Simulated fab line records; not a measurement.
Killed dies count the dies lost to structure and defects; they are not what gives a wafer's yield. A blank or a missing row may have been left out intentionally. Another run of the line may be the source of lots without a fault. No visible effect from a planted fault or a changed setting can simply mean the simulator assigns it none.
Problem report, 8D (eight disciplines) form, completed by code -- flow nand-harc -- the parts of the form that need people (team, actions taken, sign-off) are left out

1. WHAT IS WRONG
Wafers with no fault read 3.5 with a standard deviation of 2.3, whereas killed-at-periphery at NHARC_END_SORT_01 reads a mean of 601.0 on 1 wafer of 1 lot. So: +99 or more standard deviations from the usual mean.
First observed at day 25 08:20: wafer L502.2, on prober-02. The record has a number at this step for 8 wafers belonging to 4 lots. Rule for "out", or "out of limits": more than 4 standard deviations from the usual mean. Any other wafer with a number is counted as sound.

2. WHAT IT IS, WHAT IT ISN'T
question,is,is not
which readings at this step,"killed-at-periphery, defect-limited-yield, killed-dies","killed-at-array, killed-at-other, killed-open, killed-short"
which lots,L502,"L511, L513, L515"
which wafers of those lots,L502.2,"L502.5, L502.6"
read on which gauges,prober-02,prober-01
when,from day 25 08:20,"up to then (0 sound wafers); but 7 sound wafers of L502, L511, L513, L515 came after"

3. WHAT RULES OUT EACH SUSPECT
Counting: any tool at a process step up to the reading remains a suspect provided it ran every lot that is out. Sound lots after the first of them don't rule it out here, since some wafers of a struck lot are sound.
- the gauge at NHARC_END_SORT_01: kept. All the wafers that are out were read on prober-02, and no step on other tools shows them out.
- pvd-sputter-02 at NHARC_P_M0_PVD_21 (deposits Cu, target thk 30 nm, time 20.49 s): kept. It ran the lot that is out, L502 (day 7 06:47).
- cmp-02 at NHARC_A_M1_CMP_23 (polishes, t overpolish 20 s, target thk 154.34 nm): kept. It ran the lot that is out, L502 (day 23 13:17).
After the count, these remain: pvd-sputter-02 at NHARC_P_M0_PVD_21, cmp-02 at NHARC_A_M1_CMP_23 and prober-02 at NHARC_END_SORT_01.

4. THE CAUSE (what the simulator had put in)
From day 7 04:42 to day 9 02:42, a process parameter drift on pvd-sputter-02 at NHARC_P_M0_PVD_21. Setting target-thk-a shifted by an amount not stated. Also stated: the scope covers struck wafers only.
Counting left 3 suspects, and this tool is among them.

5. THE CHAIN OF EFFECTS, in route order
One row per reading whose mean, taken over the struck wafers that have a number, lies over 3 standard deviations from the usual. Only readings whose record carries a usual standard deviation are examined. hours: median over the lots of the time between each lot's start at the first step of this table that gives one and its start at this step. sigmas: the change, counted in usual standard deviations.
hours,step,reading,usual,on struck wafers,change,sigmas
0,NHARC_END_SORT_01,defect-limited-yield,89.8 %,3.0,-86.8,-36
0,NHARC_END_SORT_01,killed-at-periphery,3.5,601.0,+597.5,+99 or more
0,NHARC_END_SORT_01,killed-dies,69,657,+588,+35

6. WHAT WOULD HAVE CAUGHT IT SOONER
The first out-of-limits reading at a measuring or inspecting step in this record came at day 25 08:20, 436 hours after the fault's start at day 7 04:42.
No tool reading at NHARC_P_M0_PVD_21 that has a usual standard deviation in the record was out on any struck wafer, so an alarm limit of 4 standard deviations on those readings would not have fired.
The start of NHARC_P_M0_PVD_21 on pvd-sputter-02 came by day 25 08:20 for every one of the lots that are out (1). Holding the tool at that point would not have protected any of them.
